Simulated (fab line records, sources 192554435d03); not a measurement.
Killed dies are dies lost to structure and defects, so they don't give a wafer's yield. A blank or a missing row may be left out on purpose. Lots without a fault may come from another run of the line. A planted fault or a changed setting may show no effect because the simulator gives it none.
Split-lot experiment | flow n5_finfet | 7 lots, 21 wafers read, on a route of 1938 steps

THE SPLIT
At N5_BEOL_M10_ETCH_62 (etches SOC in N2/H2, target depth 110 nm, overetch 22 nm, time 165 s), the setting time_s was moved away from the recipe's 165 s on 11 of the 21 wafers read, by -21.1% to +21.3%. The other wafers ran this setting at the recipe's value.

The reading is taken at the split's own step.

THE READING
SiARC_of_BEOL_M10_COAT_60.thk_nm (the simulator's own value, which no gauge read), in nm, at N5_BEOL_M10_ETCH_62 (etches SOC in N2/H2, target depth 110 nm, overetch 22 nm, time 165 s). The file gives no usual value for it. The 10 wafers here that ran the recipe average 23.5 nm, standard deviation 0.092 nm.

wafer  | tool, chamber at the split | time_s as run, s | against the recipe | SiARC_of_BEOL_M10_COAT_60.thk_nm, nm | against lot-mates on the recipe
L076.2 | rie_diel-04, 1,3           | 130.2            | -21.1%             | 24.8                                 | +1.2
L076.3 | rie_diel-04, 1,3           | 130.2            | -21.1%             | 24.8                                 | +1.2
L076.4 | rie_diel-04, 2             | 165              | recipe             | 23.6                                 | -
L078.2 | rie_diel-04, 0,1           | 165              | recipe             | 23.4                                 | -
L078.5 | rie_diel-04, 0,1           | 165              | recipe             | 23.4                                 | -
L078.3 | rie_diel-04, 1             | 165              | recipe             | 23.6                                 | -
L080.1 | rie_diel-05, 1,0           | 155.2            | -5.9%              | 24                                   | +0.4
L080.2 | rie_diel-05, 1,0           | 155.2            | -5.9%              | 24                                   | +0.4
L080.3 | rie_diel-05, 2             | 165              | recipe             | 23.6                                 | -
L083.1 | rie_diel-05, 2             | 165              | recipe             | 23.6                                 | -
L083.3 | rie_diel-05, 3,1           | 146.7            | -11.1%             | 24.4                                 | +0.8
L083.6 | rie_diel-05, 3,1           | 146.7            | -11.1%             | 24.4                                 | +0.8
L084.2 | rie_diel-04, 3,2           | 165              | recipe             | 23.6                                 | -
L084.4 | rie_diel-04, 3,2           | 165              | recipe             | 23.6                                 | -
L084.3 | rie_diel-04, 1             | 197.5            | +19.7%             | 22.4                                 | -1.2
L086.2 | rie_diel-04, 0             | 200.2            | +21.3%             | 22                                   | -1.6
L086.4 | rie_diel-04, 0             | 165              | recipe             | 23.6                                 | -
L086.6 | rie_diel-04, 1             | 200.2            | +21.3%             | 22.2                                 | -1.4
L097.3 | rie_diel-05, 0             | 134.1            | -18.7%             | 24.6                                 | +1.2
L097.5 | rie_diel-05, 3             | 134.1            | -18.7%             | 24.8                                 | +1.4
L097.6 | rie_diel-05, 2             | 165              | recipe             | 23.4                                 | -
Where a row lists several chambers, the file gives one row for several wafers and doesn't say which wafer went through which chamber.

THE FIT
A straight line over all 21 wafers: SiARC_of_BEOL_M10_COAT_60.thk_nm changes by -0.0638 nm for each +1% of time_s; r = -0.99; the points scatter about the line by 0.11 nm.
The same after taking each lot's own level away (the mean of its wafers on the recipe; 21 wafers): -0.0655 nm for each +1%; r = -0.99; scatter 0.098 nm.
On that fit, the largest move of time_s shifts the reading by 1.4 nm.
The lots' own levels span 23.40 to 23.60 nm, that is 2.2 times the standard deviation above.
So the lot-to-lot level changes the slope little: the two slopes agree.
Check: with one of the wafers moved furthest among these (+21.3%) left out of the fit, the line predicts -1.35 nm for it against its lot-mates. It came out at -1.6 nm against them.

OTHER SPLITS ON THESE WAFERS
These wafers also went through other splits before the reading. Each is held against what the fit with the lots' levels taken away leaves over:
other split on the same wafers | wafers away from the commonest value | r with SiARC_of_BEOL_M10_COAT_60.thk_nm (lot level and that fit taken away)
N5_BEOL_M8_ETCH_65 source_w    | 8                                    | +0.18
N5_BEOL_M9_PECVD_70 time_s     | 10                                   | -0.04
N5_BEOL_M9_COAT_60 spin_rpm    | 7                                    | -0.25

THE WHOLE CHAIN: every reading that the file lists as answering this split, in the file's order
step                   | what it does                                                         | reading                                                                           | change (the file's fit)                                                              | r (the file's)
N5_BEOL_M10_ETCH_62    | etches SOC in N2/H2, target depth 110 nm, overetch 22 nm, time 165 s | SiARC_of_BEOL_M10_COAT_60.thk_nm (the simulator's own value, which no gauge read) | -0.0649 nm for each +1% of the setting                                               | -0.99
N5_BEOL_M10_HM_OPEN_17 | chemistry Cl2/BCl3, target TiN, target depth 20 nm, overetch 6 nm    | etch.depth_nm (the simulator's own value, which no gauge read)                    | not straight: 19.79 at the lowest setting, 19.87 at the recipe, 16.42 at the highest | not given

THE FILE'S OWN FIT
SiARC_of_BEOL_M10_COAT_60.thk_nm changes by -0.0649 nm for each +1% of time_s, r = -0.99.
